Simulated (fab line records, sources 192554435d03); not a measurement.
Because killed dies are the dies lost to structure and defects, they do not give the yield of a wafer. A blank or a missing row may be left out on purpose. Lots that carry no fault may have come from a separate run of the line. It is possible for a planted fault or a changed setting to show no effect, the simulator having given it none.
Split-lot experiment | flow n5-finfet | 21 wafers read across 7 lots, on a route 1938 steps long

SPLIT DETAILS
At N5_PASSIVATION_ETCH_15 (etches SiCN in CF4/N2, target depth 75 nm, time 81.2 s), the setting bias-w was moved away from the recipe's 70 W on 7 of the 21 wafers read, by -13.1% to +6.4%. For the rest of the wafers, this setting stayed at what the recipe calls for.

The reading is taken at the split's own step.

THE READING
rf-vpp-V, in V, at N5_PASSIVATION_ETCH_15 (etches SiCN in CF4/N2, target depth 75 nm, time 81.2 s). Fault-free wafers of this fab line usually give 382.7 V, standard deviation 2.1 V.

wafer  | tool, chamber at the split | bias-w as run, W | against the recipe | rf-vpp-V, V | against lot-mates on the recipe
L077.1 | rie-diel-02, 1             | 70               | recipe             | 381.4       | -
L077.4 | rie-diel-02, 0             | 60.81            | -13.1%             | 347.7       | -33.7
L077.5 | rie-diel-02, 3             | 60.81            | -13.1%             | 352.8       | -28.6
L081.2 | rie-diel-02, 1             | 74.51            | +6.4%              | 398.2       | +17.1
L081.4 | rie-diel-02, 1             | 70               | recipe             | 381.1       | -
L081.6 | rie-diel-02, 0             | 74.51            | +6.4%              | 396.3       | +15.2
L083.2 | rie-diel-02, 1             | 70               | recipe             | 381.5       | -
L083.5 | rie-diel-02, 0             | 70               | recipe             | 380.0       | -
L083.6 | rie-diel-02, 1             | 70               | recipe             | 381.7       | -
L084.2 | rie-diel-02, 0             | 65.64            | -6.2%              | 366.5       | -17.2
L084.3 | rie-diel-02, 3             | 70               | recipe             | 385.2       | -
L084.4 | rie-diel-02, 1             | 70               | recipe             | 382.2       | -
L086.3 | rie-diel-01, 3             | 70               | recipe             | 383.4       | -
L086.4 | rie-diel-01, 1             | 70               | recipe             | 386.6       | -
L086.5 | rie-diel-01, 3             | 70               | recipe             | 382.9       | -
L089.1 | rie-diel-01, 1             | 70               | recipe             | 386.3       | -
L089.5 | rie-diel-01, 1             | 70               | recipe             | 384.6       | -
L089.6 | rie-diel-01, 2             | 70               | recipe             | 382.0       | -
L097.1 | rie-diel-03, 1             | 73.86            | +5.5%              | 399.1       | +13.7
L097.3 | rie-diel-03, 3             | 73.86            | +5.5%              | 395.9       | +10.5
L097.6 | rie-diel-03, 1             | 70               | recipe             | 385.4       | -

THE FIT
A straight line over all 21 wafers: rf-vpp-V changes by +2.48 V for each +1% of bias-w; r = +0.99; the points scatter about the line by 2.1 V.
The same after taking each lot's own level away (the mean of its wafers on the recipe; 21 wafers): +2.4 V for each +1%; r = +0.99; scatter 1.7 V.
That fit puts the effect of the largest move of bias-w on the reading at 32 V.
Across the lots, their own levels run from 381.07 to 385.40 V, a range of 2.1 times the standard deviation given above.
The two slopes are in agreement: the lot-to-lot level therefore moves the slope only a little.
Check: -30.5 V against its lot-mates is what the line predicts for one of the wafers moved furthest among these (-13.1%) when that wafer is left out of the fit. Against them it came out at -33.7 V.
Tool readings at the split's step, against how far the setting was moved: rf-vpp-V r = +0.99.

ADDITIONAL SPLITS CARRIED BY THESE WAFERS
Before the reading, these wafers also passed through other splits. Each is held against what the fit with the lots' levels taken away leaves over:
other split on the same wafers | wafers away from the commonest value | r with rf-vpp-V (lot level and that fit taken away)
N5_BEOL_M15_COAT_04 spin-rpm   | 8                                    | -0.02

THE FILE'S OWN FIT
rf-vpp-V changes by +2.43 V for each +1% of bias-w, r = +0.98.
